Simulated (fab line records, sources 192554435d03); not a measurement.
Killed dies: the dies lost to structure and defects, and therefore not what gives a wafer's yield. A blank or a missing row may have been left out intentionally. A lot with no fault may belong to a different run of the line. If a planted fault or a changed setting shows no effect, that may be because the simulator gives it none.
Matching of chambers || flow n5_finfet || rie_diel-06 running N5_BEOL_M6_ETCH_62: 4 sister chambers
The step etches SOC in N2/H2, target depth 110 nm, overetch 22 nm, time 165 s. 18 wafers are shown with their chamber, then 9 later ones without.

WAFERS, EACH WITH ITS CHAMBER
{"wafer": "L079.2", "chamber": 2, "showerhead_plenum_p_Torr (Torr)": 2.72, "drypump_motor_current_A (A)": 5.7, "rf_vpp_V (V)": 528.5}
{"wafer": "L079.4", "chamber": 0, "showerhead_plenum_p_Torr (Torr)": 2.60, "drypump_motor_current_A (A)": 5.0, "rf_vpp_V (V)": 524.8}
{"wafer": "L079.6", "chamber": 0, "showerhead_plenum_p_Torr (Torr)": 2.60, "drypump_motor_current_A (A)": 5.0, "rf_vpp_V (V)": 525.8}
{"wafer": "L081.3", "chamber": 0, "showerhead_plenum_p_Torr (Torr)": 2.60, "drypump_motor_current_A (A)": 5.0, "rf_vpp_V (V)": 525.8}
{"wafer": "L081.5", "chamber": 2, "showerhead_plenum_p_Torr (Torr)": 2.72, "drypump_motor_current_A (A)": 5.6, "rf_vpp_V (V)": 529.4}
{"wafer": "L081.6", "chamber": 1, "showerhead_plenum_p_Torr (Torr)": 2.53, "drypump_motor_current_A (A)": 5.4, "rf_vpp_V (V)": 524.5}
{"wafer": "L082.1", "chamber": 3, "showerhead_plenum_p_Torr (Torr)": 2.40, "drypump_motor_current_A (A)": 6.4, "rf_vpp_V (V)": 520.9}
{"wafer": "L082.2", "chamber": 1, "showerhead_plenum_p_Torr (Torr)": 2.53, "drypump_motor_current_A (A)": 5.4, "rf_vpp_V (V)": 524.2}
{"wafer": "L082.5", "chamber": 3, "showerhead_plenum_p_Torr (Torr)": 2.40, "drypump_motor_current_A (A)": 6.4, "rf_vpp_V (V)": 519.6}
{"wafer": "L084.1", "chamber": 2, "showerhead_plenum_p_Torr (Torr)": 2.71, "drypump_motor_current_A (A)": 5.7, "rf_vpp_V (V)": 528.3}
{"wafer": "L084.2", "chamber": 1, "showerhead_plenum_p_Torr (Torr)": 2.53, "drypump_motor_current_A (A)": 5.4, "rf_vpp_V (V)": 523.5}
{"wafer": "L084.3", "chamber": 3, "showerhead_plenum_p_Torr (Torr)": 2.40, "drypump_motor_current_A (A)": 6.4, "rf_vpp_V (V)": 519.8}
{"wafer": "L089.2", "chamber": 3, "showerhead_plenum_p_Torr (Torr)": 2.40, "drypump_motor_current_A (A)": 6.4, "rf_vpp_V (V)": 519.6}
{"wafer": "L089.5", "chamber": 2, "showerhead_plenum_p_Torr (Torr)": 2.71, "drypump_motor_current_A (A)": 5.7, "rf_vpp_V (V)": 527.9}
{"wafer": "L089.6", "chamber": 3, "showerhead_plenum_p_Torr (Torr)": 2.40, "drypump_motor_current_A (A)": 6.4, "rf_vpp_V (V)": 519.2}
{"wafer": "L091.1", "chamber": 1, "showerhead_plenum_p_Torr (Torr)": 2.52, "drypump_motor_current_A (A)": 5.4, "rf_vpp_V (V)": 524.8}
{"wafer": "L091.2", "chamber": 2, "showerhead_plenum_p_Torr (Torr)": 2.71, "drypump_motor_current_A (A)": 5.6, "rf_vpp_V (V)": 529.1}
{"wafer": "L091.6", "chamber": 0, "showerhead_plenum_p_Torr (Torr)": 2.60, "drypump_motor_current_A (A)": 5.1, "rf_vpp_V (V)": 526.4}

SIGNATURES (averages over the wafers above)
{"reading": "showerhead_plenum_p_Torr", "chamber 0": 2.6000, "chamber 1": 2.5275, "chamber 2": 2.7140, "chamber 3": 2.4000, "scatter within a chamber": 0.00373}
{"reading": "drypump_motor_current_A", "chamber 0": 5.025, "chamber 1": 5.400, "chamber 2": 5.660, "chamber 3": 6.400, "scatter within a chamber": 0.0373}
{"reading": "rf_vpp_V", "chamber 0": 525.700, "chamber 1": 524.250, "chamber 2": 528.640, "chamber 3": 519.820, "scatter within a chamber": 0.619}
Rule: a wafer's distance from a chamber is the root of the sum, over the readings, of the square of ((its reading less the chamber's mean) divided by the reading's scatter). The wafer belongs to the nearest chamber; if the next one is less than 2 further off, it can't be placed. The scatter: take each reading less its chamber's mean, square it, sum over the shown wafers, divide by the number of wafers less the number of chambers, and take the root.

WAFERS MISSING THEIR CHAMBER
{"wafer": "L092.1", "showerhead_plenum_p_Torr (Torr)": 2.52, "drypump_motor_current_A (A)": 5.4, "rf_vpp_V (V)": 523.6}
{"wafer": "L092.2", "showerhead_plenum_p_Torr (Torr)": 2.40, "drypump_motor_current_A (A)": 6.4, "rf_vpp_V (V)": 519.9}
{"wafer": "L092.4", "showerhead_plenum_p_Torr (Torr)": 2.71, "drypump_motor_current_A (A)": 5.7, "rf_vpp_V (V)": 526.1}
{"wafer": "L093.2", "showerhead_plenum_p_Torr (Torr)": 2.40, "drypump_motor_current_A (A)": 6.4, "rf_vpp_V (V)": 520.6}
{"wafer": "L093.5", "showerhead_plenum_p_Torr (Torr)": 2.39, "drypump_motor_current_A (A)": 6.4, "rf_vpp_V (V)": 519.0}
{"wafer": "L093.6", "showerhead_plenum_p_Torr (Torr)": 2.60, "drypump_motor_current_A (A)": 5.0, "rf_vpp_V (V)": 526.4}
{"wafer": "L097.1", "showerhead_plenum_p_Torr (Torr)": 2.51, "drypump_motor_current_A (A)": 5.4, "rf_vpp_V (V)": 522.5}
{"wafer": "L097.2", "showerhead_plenum_p_Torr (Torr)": 2.39, "drypump_motor_current_A (A)": 6.5, "rf_vpp_V (V)": 520.9}
{"wafer": "L097.5", "showerhead_plenum_p_Torr (Torr)": 2.59, "drypump_motor_current_A (A)": 5.1, "rf_vpp_V (V)": 524.2}

WHICH CHAMBER EACH ONE RAN IN
{"wafer": "L092.1", "from the rows above": 1, "in truth": 1}
{"wafer": "L092.2", "from the rows above": 3, "in truth": 3}
{"wafer": "L092.4", "from the rows above": 2, "in truth": 2}
{"wafer": "L093.2", "from the rows above": 3, "in truth": 3}
{"wafer": "L093.5", "from the rows above": 3, "in truth": 3}
{"wafer": "L093.6", "from the rows above": 0, "in truth": 0}
{"wafer": "L097.1", "from the rows above": 1, "in truth": 1}
{"wafer": "L097.2", "from the rows above": 3, "in truth": 3}
{"wafer": "L097.5", "from the rows above": 0, "in truth": 0}
Placed correctly: 9 of 9. Not placeable from these rows: 0. Wrongly placed: 0.
